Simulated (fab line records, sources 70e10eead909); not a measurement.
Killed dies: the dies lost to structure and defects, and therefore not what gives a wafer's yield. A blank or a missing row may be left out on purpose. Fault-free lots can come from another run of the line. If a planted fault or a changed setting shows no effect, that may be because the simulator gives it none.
fab line records -- flow nand-harc
[record] lots = 7, wafers = 20, last-day = 24
route steps=1159 shown A_SGD_CUT@764 END@1159
lots with no fault: from the same line, run without faults
start-h: hours from the record's first day to the start of the lot's first wafer shown -- wait-h: hours elapsed since this lot's preceding step -- " same as the row above -- L1.1+2: a row that stands for several wafers -- - either no value or no given start -- * or withheld: withheld -- < > ~ a bound
route shown NAME@n: NAME is a module with steps in the file, n the number in the route of the first one -- usual: the fault-free wafers' mean and standard deviation -- same: alike in all rows -- chamber/n: place in a boat -- sites: readings site by site -- _std_site: the values' standard deviation -- _edge_site: outer sites' mean less inner sites' -- radius-mm: for every site, how far away it sits from the centre of the wafer -- mask NAME#n: copy n -- behind: the most recent tool/chamber to have shaped the wafer -- hold: cause of the lot's hold/its duration in hours/its outcome -- device: transistor that didn't switch, given as n, p or np -- end of line: the route-end tests of the same wafers -- step lacking rows: just its recipe -- killed: at the first sort, the dies lost to defects and structure; wafer yield is something else -- map: dies across one wafer; x = killed, . = not, _ = none there
set.NAME: the setting as run; set.NAME@STEP: as run at that earlier step -- model.NAME: the simulator's own value behind a step, which no gauge read
a table for each step, a row for each wafer; lots at some steps of the route
services: when a tool's chamber went out of use (start-h, in hours from the record's first day, below 0 if earlier), for how many hours, and the reason
[[steps]]
[step NHARC_A_SGD_CUT_ETCH_15]
[recipe] target-depth-a = 750, time-s = 64.3, ch3f-flow-sccm = 50, o2-flow-sccm = 30, ar-flow-sccm = 200, rf-w = 500, bias-w = 100, chemistry = CH3F/O2
[usual] drypump-motor-current-A = 5.89/0.27, oes-product-au = 0.958/0.019, rf-fwd-power-W = 495.2/1.9, rf-vpp-V = 264.3/1.8, showerhead-plenum-p-Torr = 2.50/0.11, throttle-valve-pct = 20.663/0.0092
lot.wafer,tool,chamber,start-h,wait-h,drypump-motor-current-A,oes-product-au,rf-fwd-power-W,rf-hours-counter-h,rf-vpp-V,showerhead-plenum-p-Torr,throttle-valve-pct
L554.1,rie-diel-05,2,-,-,6.16,0.969,496.0,10,262.7,2.41,20.672
L554.4,rie-diel-05,0,-,-,6.12,0.983,496.6,8,265.8,2.62,20.673
L554.5,rie-diel-05,1,-,-,5.51,0.965,499.1,-,262.8,2.32,20.667
L558.4,rie-diel-02,0,-,-,5.85,0.914,493.8,2,266.2,2.61,20.649
L558.1,rie-diel-02,1,-,-,6.40,0.919,491.7,2,263.1,2.40,20.665
L558.6,rie-diel-02,1,-,-,6.39,0.928,493.9,-,263.2,2.40,20.659
L563.3,rie-diel-02,0,-,-,5.84,0.971,496.7,7,266.9,2.61,20.676
L563.4,rie-diel-02,2,-,-,5.71,0.956,495.3,8,261.7,2.38,20.663
L569.1,rie-diel-05,2,-,-,6.16,0.950,496.6,4,263.2,2.40,20.679
L569.4,rie-diel-05,2,-,-,6.14,0.953,496.8,-,262.4,2.40,20.672
L569.5,rie-diel-05,3,-,-,5.68,0.944,495.3,-,265.3,2.56,20.664
L570.1,rie-diel-02,3,-,-,6.08,0.965,495.3,10,266.8,2.59,20.670
L570.4,rie-diel-02,1,-,-,6.40,0.942,491.2,9,263.4,2.40,20.662
L570.5,rie-diel-02,2,-,-,5.74,0.944,497.6,-,261.8,2.38,20.654
L572.3,rie-diel-05,0,-,-,6.18,0.951,495.3,7,265.8,2.61,20.667
L572.5,rie-diel-05,0,-,-,6.16,0.963,495.3,-,264.9,2.61,20.659
L572.6,rie-diel-05,1,-,-,5.51,0.972,496.5,-,263.1,2.31,20.681
L574.2,rie-diel-13,2,-,-,5.67,0.958,496.5,16,263.7,2.43,20.660
L574.5,rie-diel-13,2,-,-,5.72,0.958,498.8,-,264.5,2.43,20.657
L574.6,rie-diel-13,3,-,-,6.20,0.957,495.5,-,264.1,2.63,20.673
[step NHARC_A_SGD_CUT_ETCH_16]
[recipe] target-depth-a = 3105, time-s = 155.2, c4f8-flow-sccm = withheld, o2-flow-sccm = 8, ar-flow-sccm = withheld, rf-w = 600, bias-w = 800, chemistry = C4F8/O2/Ar
[usual] oes-product-au = 0.966/0.016, rf-fwd-power-W = 597.4/1.8, rf-vpp-V = 724/4.3
lot.wafer,tool,chamber,start-h,wait-h,oes-product-au,rf-fwd-power-W,rf-hours-counter-h,rf-vpp-V
L554.1,rie-diel-05,1,-,-,0.971,597.9,9,718
L554.4,rie-diel-05,2,-,-,0.976,598.2,10,720
L554.5,rie-diel-05,3,-,-,0.980,598.2,-,727
L558.4,rie-diel-02,1,-,-,0.961,595.7,2,722
L558.1,rie-diel-02,2,-,-,0.936,599.4,2,721
L558.6,rie-diel-02,2,-,-,0.946,599.0,-,721
L563.4,rie-diel-02,3,-,-,0.979,593.9,7,728
L563.3,rie-diel-02,2,-,-,0.959,597.3,8,720
L569.1,rie-diel-05,3,-,-,0.954,596.2,4,727
L569.4,rie-diel-05,2,-,-,0.962,597.5,-,721
L569.5,rie-diel-05,3,-,-,0.958,598.4,-,729
L570.4,rie-diel-02,1,-,-,0.961,595.6,9,721
L570.1,rie-diel-02,3,-,-,0.973,596.5,10,728
L570.5,rie-diel-02,1,-,-,0.963,595.5,-,721
L572.3,rie-diel-05,3,-,-,0.917,600.2,7,727
L572.5,rie-diel-05,1,-,-,0.920,597.0,-,717
L572.6,rie-diel-05,2,-,-,0.935,595.3,-,722
L574.2,rie-diel-13,2,-,-,0.962,598.4,16,722
L574.6,rie-diel-13,0,-,-,0.993,600.1,-,720
L574.5,rie-diel-13,1,-,-,0.959,598.5,-,729
[step NHARC_A_SGD_CUT_STRIP_60]
[recipe] c4f8-flow-sccm = withheld, o2-flow-sccm = 8, ar-flow-sccm = withheld, bias-w = 0, chemistry = C4F8/O2/Ar
[step NHARC_A_SGD_CUT_STRIP_17]
[recipe] o2-flow-sccm = 500, ar-flow-sccm = 0, bias-w = 0, chemistry = O2
[usual] drypump-motor-current-A = 5.91/0.26, oes-product-au = 0.996/0.01, rf-vpp-V = 57.9/0.85, showerhead-plenum-p-Torr = 3.59/0.15, throttle-valve-pct = 17.035/0.0093
lot.wafer,tool,chamber,start-h,wait-h,drypump-motor-current-A,oes-product-au,rf-hours-counter-h,rf-vpp-V,showerhead-plenum-p-Torr,throttle-valve-pct
L554.4,rie-diel-05,2,-,-,6.13,1.003,10,57.8,3.46,17.012
L554.1,rie-diel-05,3,-,-,5.69,0.990,8,57.9,3.68,17.041
L554.5,rie-diel-05,2,-,-,6.19,1.007,-,55.2,3.46,17.028
L558.1,rie-diel-02,2,-,-,5.71,0.986,2,58.5,3.43,17.038
L558.4,rie-diel-02,0,-,-,5.87,0.979,2,57.7,3.74,17.033
L558.6,rie-diel-02,2,-,-,5.73,0.977,-,57.5,3.43,17.024
L563.3,rie-diel-02,0,-,-,5.84,0.997,7,59.3,3.74,17.037
L563.4,rie-diel-02,1,-,-,6.38,0.994,7,57.8,3.45,17.052
L569.1,rie-diel-05,0,-,-,6.16,0.980,5,58.0,3.74,17.043
L569.4,rie-diel-05,3,-,-,5.68,0.992,-,59.3,3.67,17.054
L569.5,rie-diel-05,0,-,-,6.20,0.987,-,57.8,3.74,17.038
L570.1,rie-diel-02,2,-,-,5.74,0.990,10,58.0,3.43,17.051
L570.4,rie-diel-02,1,-,-,6.39,1.010,9,59.6,3.45,17.038
L570.5,rie-diel-02,2,-,-,5.71,0.978,-,57.0,3.42,17.030
L572.3,rie-diel-05,3,-,-,5.67,0.994,7,57.5,3.67,17.043
L572.6,rie-diel-05,3,-,-,5.67,0.984,-,57.0,3.67,17.023
L572.5,rie-diel-05,0,-,-,6.15,1.003,-,59.7,3.74,17.038
L574.2,rie-diel-13,1,-,-,5.68,0.985,18,58.4,3.72,17.017
L574.5,rie-diel-13,2,-,-,5.71,0.991,-,57.9,3.50,17.025
L574.6,rie-diel-13,3,-,-,6.16,1.004,-,57.7,3.76,17.028
[step NHARC_A_SGD_CUT_PRECLEAN_18]
[recipe] time-s = *, temp-c = 50, bath-age-min = 0, chemistry = SC1
[step NHARC_A_SGD_CUT_SRD_19]
[step NHARC_A_SGD_CUT_DEP_20]
[recipe] target-thk-a = 1500, temp-c = 65, material = SiO2
[step NHARC_A_SGD_CUT_ANNEAL_27]
[recipe] temp-c = 450, time-s = 1800
[step NHARC_A_SGD_CUT_CMP_21]
[recipe] target-thk-nm = 148.19
[usual] motor-current-A = 12.0/0.66, pad-life-wafers = 314/130, time-to-endpoint-s = 50.7/2.8
lot.wafer,tool,chamber,start-h,wait-h,motor-current-A,pad-life-wafers,time-to-endpoint-s
L554.4,cmp-03,3,324.05,0.4,11.4,313,50.3
L554.1,cmp-03,1,324.05,0.4,11.0,315,49.8
L554.5,cmp-03,3,324.05,0.4,11.5,-,48.2
L558.1,cmp-02,3,365.14,0.5,11.5,180,56.2
L558.4,cmp-02,1,365.14,0.5,12.2,182,55.7
L558.6,cmp-02,0,365.14,0.5,12.2,-,55.7
L563.4,cmp-03,2,409.49,0.4,13.7,296,51.1
L563.3,cmp-03,3,409.49,0.4,11.6,297,44.7
L569.1,cmp-04,1,416.58,0.4,11.4,145,53.6
L569.4,cmp-04,3,416.58,0.4,11.5,147,51.9
L569.5,cmp-04,1,416.58,0.4,11.4,-,52.1
L570.4,cmp-04,3,433.51,0.4,11.1,264,49.9
L570.1,cmp-04,0,433.51,0.4,12.6,265,52.1
L570.5,cmp-04,0,433.51,0.4,11.8,-,51.3
L572.3,cmp-04,0,453.56,0.5,12.3,421,52.8
L572.6,cmp-04,3,453.56,0.5,10.9,-,49.8
L572.5,cmp-04,0,453.56,0.5,12.4,-,51.1
L574.2,cmp-04,2,453.88,0.9,12.0,434,47.4
L574.5,cmp-04,0,453.88,0.9,12.5,-,54.1
L574.6,cmp-04,1,453.88,0.9,11.9,-,54.5
[step NHARC_A_SGD_CUT_THK_MEAS_22]
[recipe] thk-meas-gauge = ellipsometry
[usual] thk-nm = 148.4/1.4
lot.wafer,tool,chamber,start-h,wait-h,thk-nm
L554.1,film-metro-02,-,324.28,0.2,147.3
L554.4,film-metro-02,-,324.28,0.2,146.5
L554.5,film-metro-02,-,324.28,0.2,148.2
L558.1,film-metro-02,-,365.40,0.2,149.5
L558.4,film-metro-02,-,365.40,0.2,149.5
L558.6,film-metro-02,-,365.40,0.2,152.3
L563.3,film-metro-01,-,409.70,0.2,147.6
L563.4,film-metro-01,-,409.70,0.2,150.2
L569.1,film-metro-02,-,416.81,0.2,150.4
L569.4,film-metro-02,-,416.81,0.2,148.7
L569.5,film-metro-02,-,416.81,0.2,148.3
L570.1,film-metro-02,-,433.77,0.2,148.9
L570.4,film-metro-02,-,433.77,0.2,148.4
L570.5,film-metro-02,-,433.77,0.2,148.3
L572.3,film-metro-02,-,453.79,0.2,149.2
L572.5,film-metro-02,-,453.79,0.2,148.9
L572.6,film-metro-02,-,453.79,0.2,146.4
L574.2,film-metro-01,-,454.09,0.2,146.3
L574.5,film-metro-01,-,454.09,0.2,147.0
L574.6,film-metro-01,-,454.09,0.2,149.1
[step NHARC_A_SGD_CUT_SRD_23]
[step NHARC_A_SGD_CUT_ETCH_26]
[recipe] target-depth-a = 458, chemistry = dHF, material = SiO2
[step NHARC_A_SGD_CUT_ETCHBACK_24]
[recipe] target-depth-a = 500, over-etch-frac = 0.3, time-s = 92.857, ion-energy-ev = 120, ch3f-flow-sccm = 50, o2-flow-sccm = 30, ar-flow-sccm = 200, rf-w = 500, bias-w = 100, chemistry = CH3F/O2
[usual] drypump-motor-current-A = 5.89/0.26, oes-product-au = 0.98/0.033, rf-fwd-power-W = 496.4/1.7, rf-vpp-V = 245.0/1.8, run-length-s = 114.2/0.45, showerhead-plenum-p-Torr = 2.50/0.11, throttle-valve-pct = 20.663/0.0087
lot.wafer,tool,chamber,start-h,wait-h,drypump-motor-current-A,oes-product-au,rf-fwd-power-W,rf-hours-counter-h,rf-vpp-V,run-length-s,showerhead-plenum-p-Torr,throttle-valve-pct
L554.1,rie-diel-05,2,324.51,0.2,6.13,0.94,495.7,11,241.4,114.6,2.41,20.669
L554.4,rie-diel-05,0,324.51,0.2,6.10,0.91,494.7,9,245.7,113.4,2.62,20.665
L554.5,rie-diel-05,2,324.51,0.2,6.17,0.93,497.4,-,243.8,114.9,2.41,20.638
L558.4,rie-diel-13,0,365.64,0.2,5.65,1.01,497.0,10,244.8,114.9,2.39,20.674
L558.1,rie-diel-13,2,365.64,0.2,5.73,0.99,499.9,9,244.5,113.4,2.44,20.673
L558.6,rie-diel-13,0,365.64,0.2,5.66,1.00,496.5,-,242.5,115.4,2.39,20.648
L563.3,rie-diel-05,3,409.96,0.2,5.68,0.98,-,4,245.2,88.2,2.56,20.667
L563.4,rie-diel-05,3,409.96,0.2,5.67,0.99,499.2,-,244.8,113.9,2.56,20.657
L569.1,rie-diel-05,2,417.04,0.1,6.16,0.93,-,5,241.9,88.7,2.40,20.666
L569.5,rie-diel-05,2,417.04,0.1,6.14,0.92,496.7,-,242.5,114.4,2.40,20.660
L569.4,rie-diel-05,0,417.04,0.1,6.14,0.92,496.0,-,246.4,113.5,2.61,20.666
L570.4,rie-diel-05,1,434.02,0.2,5.53,0.99,494.8,5,241.9,114.4,2.31,20.643
L570.1,rie-diel-05,2,434.02,0.2,6.15,1.02,-,6,243.5,89.2,2.40,20.669
L570.5,rie-diel-05,0,434.02,0.2,6.16,0.99,493.7,-,247.4,114.0,2.61,20.669
L572.3,rie-diel-02,0,454.04,0.2,5.79,0.99,498.3,11,245.9,114.7,2.61,20.664
L572.5,rie-diel-02,2,454.04,0.2,5.70,1.00,500.9,-,243.4,113.8,2.38,20.675
L572.6,rie-diel-02,3,454.04,0.2,6.05,1.01,496.7,-,246.2,114.2,2.59,20.662
L574.2,rie-diel-02,2,454.31,0.1,5.72,0.97,496.5,13,244.1,113.9,2.38,20.670
L574.5,rie-diel-02,2,454.31,0.1,5.73,0.98,496.7,-,243.0,113.8,2.38,20.675
L574.6,rie-diel-02,3,454.31,0.1,6.06,1.00,495.9,-,246.6,114.2,2.59,20.667
[step NHARC_A_SGD_CUT_STRIP_28]
[recipe] time-s = 20, o2-flow-sccm = 500, ar-flow-sccm = 0, bias-w = 0, chemistry = O2
[usual] drypump-motor-current-A = 5.91/0.27, oes-product-au = 0.998/0.011, rf-vpp-V = 57.7/1, showerhead-plenum-p-Torr = 3.58/0.15, throttle-valve-pct = 17.037/0.01
lot.wafer,tool,chamber,start-h,wait-h,drypump-motor-current-A,oes-product-au,rf-hours-counter-h,rf-vpp-V,showerhead-plenum-p-Torr,throttle-valve-pct
L554.1,rie-diel-05,2,-,-,6.18,1.010,11,57.9,3.46,17.040
L554.4,rie-diel-05,3,-,-,5.69,0.985,9,58.0,3.68,17.043
L554.5,rie-diel-05,1,-,-,5.51,0.987,-,58.0,3.33,17.060
L558.4,rie-diel-13,2,-,-,5.73,1.003,9,56.9,3.50,17.029
L558.1,rie-diel-13,1,-,-,5.74,0.984,10,57.6,3.72,17.053
L558.6,rie-diel-13,3,-,-,6.19,1.004,-,57.0,3.77,17.051
L563.3,rie-diel-05,3,410.15,0.2,5.67,0.997,4,59.7,3.67,17.028
L563.4,rie-diel-05,0,410.15,0.2,6.16,1.000,-,60.0,3.74,17.035
L569.1,rie-diel-05,2,417.21,0.2,6.16,0.995,5,55.8,3.45,17.049
L569.5,rie-diel-05,3,417.21,0.2,5.69,0.994,-,57.7,3.67,17.034
L569.4,rie-diel-05,0,417.21,0.2,6.16,0.997,-,57.8,3.74,17.029
L570.4,rie-diel-05,1,-,-,5.54,0.999,5,58.8,3.33,17.035
L570.1,rie-diel-05,2,-,-,6.16,1.009,6,56.7,3.45,17.030
L570.5,rie-diel-05,1,-,-,5.50,1.010,-,57.3,3.33,17.037
L572.3,rie-diel-02,2,-,-,5.72,0.981,13,57.8,3.42,17.034
L572.6,rie-diel-02,2,-,-,5.72,0.996,-,55.6,3.42,17.040
L572.5,rie-diel-02,3,-,-,6.07,1.007,-,58.3,3.71,17.048
L574.2,rie-diel-02,2,-,-,5.71,0.988,13,58.0,3.42,17.024
L574.5,rie-diel-02,0,-,-,5.83,0.988,-,57.6,3.74,17.045
L574.6,rie-diel-02,1,-,-,6.42,0.993,-,57.0,3.44,17.047
[step NHARC_END_SORT_01]
[recipe] temp-c = 25
[usual] killed-at-array = 25/9.5, killed-at-other = 0.8/1.2, killed-at-periphery = 3.4/2.2, killed-dies = 29/10, killed-open = 3.3/1.8, killed-short = 2.1/1.4
[same] gross-dies = 677
lot.wafer,tool,chamber,start-h,wait-h,killed-at-array,killed-at-other,killed-at-periphery,killed-dies,killed-open,killed-short
L554.1,prober-02,0,465.12,2.5,31,0,5,36,3,2
L554.4,prober-02,0,467.53,3.4,28,0,3,31,3,2
L554.5,prober-02,0,468.33,3.7,22,0,3,25,4,3
L569.1,prober-01,0,535.32,2.5,657,2,2,661,7,3
L563.3,prober-02,0,536.95,3.1,671,1,5,677,5,4
L570.1,prober-02,0,558.23,2.5,677,0,0,677,1,2
L570.4,prober-02,0,560.65,3.4,22,0,1,23,0,0
L570.5,prober-02,0,561.45,3.7,31,0,1,32,4,7
L574.2,prober-02,0,584.30,2.8,28,1,2,31,4,3
L574.5,prober-02,0,586.69,3.7,31,0,1,32,1,0
L574.6,prober-02,0,587.49,4.0,29,0,4,33,2,4
// killed by level:class
L554.1 A_SLIT:chamber-film-flake=13 A_CHANNEL_HOLE_D1:chamber-film-flake=8 A_CONTACT:chamber-film-flake=4 P_STI:chamber-film-flake=2 A_STAIRCASE:chamber-film-flake=2 P_CONTACT:geometric-particle:short=1 P_M0:geometric-particle:open=1 A_WL_FILL:geometric-particle:open=1
L554.4 A_SLIT:chamber-film-flake=10 A_CHANNEL_HOLE_D1:chamber-film-flake=9 A_CONTACT:chamber-film-flake=2 A_STAIRCASE:chamber-film-flake=2 P_GATE:geometric-particle:open=1 P_M1:geometric-particle:open=1 A_ONON_D1:geometric-particle:short=1 A_WL_FILL:geometric-particle:short=1
L554.5 A_CHANNEL_HOLE_D1:chamber-film-flake=10 A_SLIT:chamber-film-flake=3 A_STAIRCASE:chamber-film-flake=2 P_GATE:geometric-particle:open=1 P_M0:geometric-particle:short=1 A_ONON_D1:geometric-particle:short=1 A_ONON_D1:geometric-particle:open=1 A_SGD_CUT:geometric-particle:open=1
L569.1 A_SGD_CUT:area-etchback=629 A_SLIT:chamber-film-flake=15 A_CONTACT:geometric-particle:open=5 A_CHANNEL_HOLE_D1:chamber-film-flake=2 A_STAIRCASE:chamber-film-flake=2 THIN_TSV:chamber-film-flake=2 P_CONTACT:geometric-particle:short=1 P_M1:geometric-particle:open=1
L563.3 A_SGD_CUT:area-etchback=646 A_CHANNEL_HOLE_D1:chamber-film-flake=5 A_SLIT:chamber-film-flake=4 A_WL_FILL:geometric-particle:short=3 A_WL_FILL:geometric-particle:open=3 P_M1:chamber-film-flake=3 A_STAIRCASE:chamber-film-flake=3 A_ZERO_WELL:chamber-film-flake=2
L570.1 A_SGD_CUT:area-etchback=648 A_CHANNEL_HOLE_D1:chamber-film-flake=20 A_CONTACT:chamber-film-flake=3 A_ONON_D1:geometric-particle:open=1 A_CHANNEL_HOLE_D1:geometric-particle:short=1 A_WL_FILL:geometric-particle:short=1 A_STAIRCASE:chamber-film-flake=1 A_WL_FILL:chamber-film-flake=1
L570.4 A_CHANNEL_HOLE_D1:chamber-film-flake=16 A_STAIRCASE:chamber-film-flake=2 A_CONTACT:chamber-film-flake=2 P_CONTACT:chamber-film-flake=1 A_ZERO_WELL:chamber-film-flake=1 A_WL_FILL:chamber-film-flake=1
L570.5 A_CHANNEL_HOLE_D1:chamber-film-flake=14 A_CONTACT:geometric-particle:open=4 A_CONTACT:chamber-film-flake=3 A_CHANNEL_HOLE_D1:geometric-particle:short=2 A_M1:geometric-particle:short=2 A_STAIRCASE:chamber-film-flake=2 A_WL_FILL:chamber-film-flake=2 P_CONTACT:geometric-particle:short=1
L574.2 A_SLIT:chamber-film-flake=10 A_CONTACT:chamber-film-flake=5 A_CHANNEL_HOLE_D1:chamber-film-flake=3 A_WL_FILL:chamber-film-flake=3 A_M0:geometric-particle:open=2 P_ZERO_WELL:chamber-film-flake=2 A_SOURCE_PLATE:geometric-particle:open=1 A_CHANNEL_FILL_D1:geometric-particle:open=1
L574.5 A_SLIT:chamber-film-flake=20 A_CHANNEL_HOLE_D1:chamber-film-flake=4 A_STAIRCASE:chamber-film-flake=3 A_CONTACT:chamber-film-flake=3 A_CONTACT:geometric-particle:open=1 P_ZERO_WELL:chamber-film-flake=1
L574.6 A_SLIT:chamber-film-flake=9 A_CHANNEL_HOLE_D1:chamber-film-flake=5 A_CONTACT:chamber-film-flake=4 P_ZERO_WELL:chamber-film-flake=3 A_WL_FILL:chamber-film-flake=3 A_STAIRCASE:chamber-film-flake=2 P_CONTACT:geometric-particle:short=1 A_CHANNEL_FILL_D1:geometric-particle:open=1
// map L563.3 (x killed, . not)
____________x____________
_________xxxxxxx_________
_______xxxxxxxxxxx_______
______xxxxxxxxxxxxx______
_____xxxxxxxxxxxxxxx_____
____xxxxxxxxxxxxxxxxx____
____xxxxxxxxxxxxxxxxx____
___xxxxxxxxxxxxxxxxxxx___
___xxxxxxxxxxxxxxxxxxx___
__xxxxxxxxxxxxxxxxxxxxx__
__xxxxxxxxxxxxxxxxxxxxx__
_xxxxxxxxxxxxxxxxxxxxxxx_
_xxxxxxxxxxxxxxxxxxxxxxx_
_xxxxxxxxxxxxxxxxxxxxxxx_
_xxxxxxxxxxxxxxxxxxxxxxx_
_xxxxxxxxxxxxxxxxxxxxxxx_
xxxxxxxxxxxxxxxxxxxxxxxxx
xxxxxxxxxxxxxxxxxxxxxxxxx
xxxxxxxxxxxxxxxxxxxxxxxxx
xxxxxxxxxxxxxxxxxxxxxxxxx
xxxxxxxxxxxxxxxxxxxxxxxxx
_xxxxxxxxxxxxxxxxxxxxxxx_
_xxxxxxxxxxxxxxxxxxxxxxx_
_xxxxxxxxxxxxxxxxxxxxxxx_
_xxxxxxxxxxxxxxxxxxxxxxx_
_xxxxxxxxxxxxxxxxxxxxxxx_
__xxxxxxxxxxxxxxxxxxxxx__
__xxxxxxxxxxxxxxxxxxxxx__
___xxxxxxxxxxxxxxxxxxx___
___xxxxxxxxxxxxxxxxxxx___
____xxxxxxxxxxxxxxxxx____
____xxxxxxxxxxxxxxxxx____
_____xxxxxxxxxxxxxxx_____
______xxxxxxxxxxxxx______
_______xxxxxxxxxxx_______
_________xxxxxxx_________
____________x____________
// map L569.1 (x killed, . not)
____________x____________
_________xxxxxxx_________
_______xxxxxxxxxxx_______
______xxxxxxxxxxxxx______
_____xxxxxxxxxxxxxxx_____
____xxxxxxxxxxxxxxxxx____
____xxxxxxxxxxxxxxxxx____
___xxxxxxxxxxxxxxxxxxx___
___xxxxxxxxxxxxxxxxxxx___
__xxxxxxxxxxxxxxxxxxxxx__
__xxxxxxxxxxxxxxxxxxxxx__
_xxxxxxxxxxxxxxxxxxxxxxx_
_xxxxxxxxxxx.xxxxxxxxxxx_
_xxxxxxxxxxx.xxxxxxxxxxx_
_xxxxxxxxxxxxxxxxxxxxxxx_
_xxxxxxxxxx.x.x.xxxxxxxx_
xxxxxxxxxxxxxxxxxxxxxxxxx
xxxxxxxxxxxxxxxxxxxxxxxxx
xxxxxxxxxxxxxxxxxxxxxxxxx
xxxxxxxxxxxxxxxxxx.xxxxxx
xxxxxxxxxxxxx..x.xxxxxxxx
_xxxxxxxxx.xxxxx.xxxxxxx_
_xxxxxxxx.xxxxxxxxxxxxxx_
_xxxxxxxx.xx.xx.xxxxxxxx_
_xxxxxxxxxxxxxxxxxxxxxxx_
_xxxxxxxxxxxxxxxxxxxxxxx_
__xxxxxxxxxxxxx.xxxxxxx__
__xxxxxxxxxxxxxxxxxxxxx__
___xxxxxxxxxxxxxxxxxxx___
___xxxxxxxxxxxxxxxxxxx___
____xxxxxxxxxxxxxxxxx____
____xxxxxxxxxxxxxxxxx____
_____xxxxxxxxxxxxxxx_____
______xxxxxxxxxxxxx______
_______xxxxxxxxxxx_______
_________xxxxxxx_________
____________x____________
[[services]]
tool,chamber,start-h,hours,kind
cmp-02,-,293.16,1.2,repair
cmp-04,-,301.01,4.0,pm
cmp-04,-,305.54,1.3,repair
cmp-03,-,318.77,1.3,repair
cmp-02,-,324.50,4.0,pm
rie-diel-02,-,327.71,9.0,pm
cmp-04,-,334.42,0.5,repair
rie-diel-05,-,336.11,1.2,repair
rie-diel-05,-,340.60,9.0,pm
cmp-03,-,352.09,4.0,pm
cmp-04,-,366.21,0.3,repair
rie-diel-13,2,371.97,12.1,repair
rie-diel-13,2,394.25,3.6,repair
cmp-03,-,396.31,0.9,repair
cmp-04,-,399.01,4.0,pm
rie-diel-05,1,404.34,19.3,repair
cmp-03,-,405.13,1.8,repair
rie-diel-05,0,421.02,11.1,repair
rie-diel-05,3,434.95,1.4,repair
rie-diel-05,-,435.34,1.6,repair
rie-diel-05,-,438.52,2.7,repair
cmp-04,-,444.16,0.4,repair
cmp-03,-,450.14,4.0,pm
rie-diel-13,-,453.00,9.0,pm
[[key]]
[first-sign] step = NHARC_A_SGD_CUT_ETCHBACK_24, reading = run-length-s, direction = down, sigmas = 57, usual = *, struck = *
[effect] step = NHARC_END_SORT_01, reading = killed-at-array, direction = up, sigmas = 67, usual = 25, struck = 668
[more-kills-born-at] NHARC_A_SGD_CUT_ETCHBACK_24@rie-diel-05 = 1923
met-at NHARC_A_SGD_CUT_ETCHBACK_24
struck-wafers L563.3,L569.1,L570.1
later-rows-left-out L563.3,L569.1,L570.1
tester-left-out L563,L569,L570
onset-between 324.51 409.96
[fault] kind = process-parameter-drift, tool = rie-diel-05, chamber = -, onset-h = 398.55, steps = NHARC_A_SGD_CUT_ETCHBACK_24, channel = time-s, offset = *, shape = step, end-h = 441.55, scope = struck-wafers-only, acts-in = *, stated = *
// tester-left-out: of these lots the tester's yield and bins aren't shown, on N5 and GAA mostly nor the transistor test; their killed dies are dies lost to structure and defects alone, not to doping, threshold or leakage, so they don't give the yield
// later-rows-left-out: the simulator's readings of these wafers behind a module that went badly wrong aren't trusted and aren't shown, but for the sort
